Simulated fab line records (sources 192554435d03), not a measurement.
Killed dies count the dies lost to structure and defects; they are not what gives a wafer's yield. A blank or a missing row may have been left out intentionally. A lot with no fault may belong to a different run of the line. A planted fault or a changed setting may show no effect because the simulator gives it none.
Struck lot and sound lot, side by side :: flow n5-finfet :: 37 steps out of a route of 1938
Sound: these wafers, L234.1, L234.5. The struck wafers were L218.1, L218.2, L218.4. At the end, the cause is stated.
Each step with rows lists, per side, the tool, then ch with its chambers, then its first start. Under that, the readings that differ: sound wafers :: struck wafers :: difference of the means :: sigmas: that difference in standard deviations of wafers without a fault.
alike: readings with means less than 2 such deviations apart, plus words and numbers identical on both sides. not compared: withheld readings, readings lacking a value on some wafer, bounds such as >300 that could conceal the same value, and numbers that have no deviation in the record and whose values overlap.
A row with sigmas, a row that says differs or no value, or rows on one side alone: a step with any of these is where the two part. Numbers that have no deviation but don't overlap get no sigmas and don't part them. A reading missing from all wafers of one side parts the sides only when that side holds two or more wafers.

first, 10 steps without rows for these wafers: N5_FIN_SAQP_ETCH_67 (etches SiNx in CH3F/O2, target depth 30 nm); N5_FIN_SAQP_STRIP_70 (strips in N2/H2); N5_FIN_SAQP_RECESS_71 (chemistry HF/NH3, target SiO2, target depth 3 nm, afs cycles 1, sublimation time 60 s); N5_FIN_SAQP_SPACER2_ALD_28 (deposits SiO2, target thk 8.1 nm, pulse time 1 s, purge time 2 s); N5_FIN_SAQP_SPACER2_ETCHBACK_29 (etches SiO2 in CHF3/O2, target depth 12.2 nm, time 6.1 s); N5_FIN_SAQP_MANDREL2_REMOVE_60 (chemistry HBr/Cl2/O2, target a-Si, stops on SiNx, bt time 10 s); N5_FIN_SAQP_HM_OPEN_33 (chemistry CH3F/O2, target SiNx, target depth 49.4 nm, time 70.6 s); N5_FIN_SAQP_ETCH_34 (etches SiO2 in C4F6/O2, target depth 45 nm, time 15 s); N5_FIN_SAQP_STRIP_77 (strips in N2/H2, time 90 s); N5_FIN_SAQP_ETCH_64 (etches SiO2 in CF4, target depth 1.5 nm).
N5_FIN_SAQP_FIN_ETCH_36: etches the open film in HBr/Cl2/O2, target depth 120 nm, time 50.4 s.
  sound on rie-si-05 ch 2,3, day 7 08:08; struck on rie-si-05 ch 0,2,3, day 3 08:09
reading: bias-w (W)
sound: 102.0 101.8
struck: 81.3 81.6 81.8
difference: -20.3
sigmas: -64

reading: model.FIN_SAQP.feature-depth-nm (nm)
sound: 119 117.8
struck: 114 112.8 115
difference: -4
sigmas: 

reading: model.etch.depth-nm (nm)
sound: 118.9 117.9
struck: 114 112.7 115
difference: -4
sigmas: 

reading: model.SiNx_of_FIN_SAQP_HM_DEP_03.thk-nm (nm)
sound: 21 21.8
struck: 22 22.4 23.4
difference: +1
sigmas: 
  alike: drypump-motor-current-A, oes-product-au, throttle-valve-pct
  not compared: rf-hours-counter-h
then, 3 steps without rows for these wafers: N5_FIN_SAQP_PRECLEAN_38 (cleans in O3/DIW, time 45 s); N5_FIN_SAQP_PRECLEAN_45 (cleans in dHF, time 10 s); N5_FIN_SAQP_SRD_39 (time 30 s).
N5_FIN_SAQP_OCD_MEAS_76:
  sound on ocd-02 at day 7 08:21; struck on ocd-01 at day 3 08:22
reading: trench-depth-nm (nm)
sound: 119.1 118.5
struck: 114.2 112.9 114.9
difference: -4.8
sigmas: -3
then, 20 steps without rows for these wafers: N5_FIN_CUT_COAT_18 (time 60 s, resist thk 230 nm); N5_FIN_CUT_COAT_19 (time 60 s, resist thk 20 nm); N5_FIN_CUT_COAT_29 (time 60 s, resist thk 10 nm); N5_FIN_CUT_COAT_02 (resist thk 30 nm); N5_FIN_CUT_EBR_04; N5_FIN_CUT_SOFTBAKE_03 (time 60 s); N5_FIN_CUT_EXPOSE_05 (exposes mask FIN CUT); N5_FIN_CUT_PEB_06 (peb time 60 s); N5_FIN_CUT_DEVELOP_07 (develop time 30 s); N5_FIN_CUT_DESCUM_13 (chemistry O2, time 7 s); N5_FIN_CUT_ETCH_30 (etches underlayer in N2/H2, target depth 13 nm, time 10.4 s); N5_FIN_CUT_ETCH_20 (etches SiARC in CF4, target depth 26 nm, time 43.3 s); N5_FIN_CUT_ETCH_21 (etches SOC in N2/H2, target depth 219 nm, overetch 43.8 nm, time 523.5 s); N5_FIN_CUT_STRIP_23 (strips in N2/H2); N5_FIN_CUT_STRIP_31 (strips in N2/H2); N5_FIN_CUT_STRIP_24 (strips in CF4); N5_FIN_CUT_CUT_ETCH_26 (etches SiNx in CH3F/O2, target depth 39 nm, time 55.7 s); N5_FIN_CUT_CUT_ETCH_27 (etches SiO2 in CHF3/O2, target depth 4 nm, overetch 2 nm, time 4.9 s); N5_FIN_CUT_PRECLEAN_35 (cleans in vHF, time 13.3 s); N5_FIN_CUT_CUT_ETCH_15 (etches Si in HBr/Cl2/O2, target depth 100 nm, bt time 10 s, time 42.4 s).
N5_STI_FIN_REVEAL_RECESS_09: chemistry HF/NH3, target SiO2, afs cycles 11, target depth 42.5 nm, sublimation time 60 s.
  sound on vapor-etch-02 ch 1, day 7 15:38; struck on vapor-etch-02 ch 0,1, day 3 16:23
reading: model.SiNx_of_FIN_SAQP_HM_DEP_03.thk-nm (nm)
sound: 18.2 19
struck: 19.2 19.6 20.6
difference: +1.2
sigmas: 
  alike: drypump-motor-current-A
-- record jumps: 5 days separate the struck wafers' starts on either side; left off in module STI_FIN_REVEAL, taken up again in module BEOL_M4, whose first shown step is the route's number 1111 --
N5_BEOL_M4_RC_MEAS_101:
  sound on prober-01 ch 0, day 12 16:59; struck on prober-01 ch 0, day 8 20:08
  alike: DIBL_N, DIBL_P, IOFF_N, IOFF_P, ION_N, ION_P, SS_N, SS_P, VT_N, VT_P

== WHERE THEY PART ==
At N5_FIN_SAQP_FIN_ETCH_36 first; at N5_FIN_SAQP_OCD_MEAS_76 last (within this record only). Later steps at which nothing parts them and some readings are alike: N5_STI_FIN_REVEAL_RECESS_09, N5_BEOL_M4_RC_MEAS_101.

WHY: the cause the simulator had injected
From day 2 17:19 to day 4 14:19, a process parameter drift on rie-si-05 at N5_FIN_SAQP_FIN_ETCH_36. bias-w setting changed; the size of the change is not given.
